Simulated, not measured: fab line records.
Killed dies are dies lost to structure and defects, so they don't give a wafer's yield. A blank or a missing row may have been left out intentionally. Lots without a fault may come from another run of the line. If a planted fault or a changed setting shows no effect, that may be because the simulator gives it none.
The tool behind it: which one? ; flow nand_harc ; 6 lots, 18 wafers sampled, at 3 steps of a route of 1302

## WHAT THE GAUGES READ, wafer by wafer
NHARC_A_ONON_D1_THK_MEAS_02: measures by ellipsometry.
lot;measured;on;thk_nm (nm)
L823;day 8 16:21;film_metro-01;1000 998 999
L827;day 10 11:29;film_metro-01;999 999 999
L829;day 11 00:47;film_metro-01;1001 1003 1003
L833;day 13 02:39;film_metro-02;1001 1002 639
L841;day 15 20:24;film_metro-02;997 995 995
L844;day 17 14:30;film_metro-02;999 1001 1000

## WHAT TOOL EACH LOT RAN ON (gives the tool, then ch and the chambers of the sampled wafers, and finally the start)
lot;NHARC_A_ZERO_WELL_ETCH_19;NHARC_A_ONON_D1_DEP_00
L823;rie_diel-09 ch 0,2,3, day 7 18:11;pecvd_onon-02 ch 0, day 8 15:50
L827;rie_diel-07 ch 1,2,3, day 9 09:46;pecvd_onon-03 ch 0, day 10 11:01
L829;rie_diel-09 ch 1,2,3, day 9 23:59;pecvd_onon-01 ch 0, day 11 00:20
L833;rie_diel-09 ch 1,2, day 12 04:44;pecvd_onon-01 ch 0, day 13 02:08
L841;rie_diel-09 ch 0,1,3, day 14 21:05;pecvd_onon-01 ch 0, day 15 19:53
L844;rie_diel-09 ch 0,2,3, day 16 16:46;pecvd_onon-01 ch 0, day 17 14:03
- NHARC_A_ZERO_WELL_ETCH_19: etches the open film in N2/H2, target depth 80 nm, overetch 24 nm, time 87.88 s.
- NHARC_A_ONON_D1_DEP_00: target thk 1000 nm.

## THE ANSWER, worked out from the rows above alone
Rule: the lots themselves supply what counts as usual. Put in order of their means at a reading, lots are off if they are a third of the lots or fewer, leave a main group of 4 or more, and stand apart from it by a gap of 3 or more times the standard deviation of the main group's means; of several such gaps the widest counts. If all means in a main group match to the digits the tables above print for the reading, that group is not used. Also off: a lot with no number at a reading for which 4 or more lots have one. Any other lot the step has rows for is counted as sound.
Off: L833 (NHARC_A_ONON_D1_THK_MEAS_02, thk_nm). The main group: mean 999 nm, standard deviation 2.1.
If a tool, at a process step before that reading, ran all the lots that are off and no sound lot after the first of them, it fits. Those tools and the gauges at NHARC_A_ONON_D1_THK_MEAS_02 are tried in the same way. Not one of the candidates tried fits.

## WHAT THE SIMULATOR HAD PUT IN
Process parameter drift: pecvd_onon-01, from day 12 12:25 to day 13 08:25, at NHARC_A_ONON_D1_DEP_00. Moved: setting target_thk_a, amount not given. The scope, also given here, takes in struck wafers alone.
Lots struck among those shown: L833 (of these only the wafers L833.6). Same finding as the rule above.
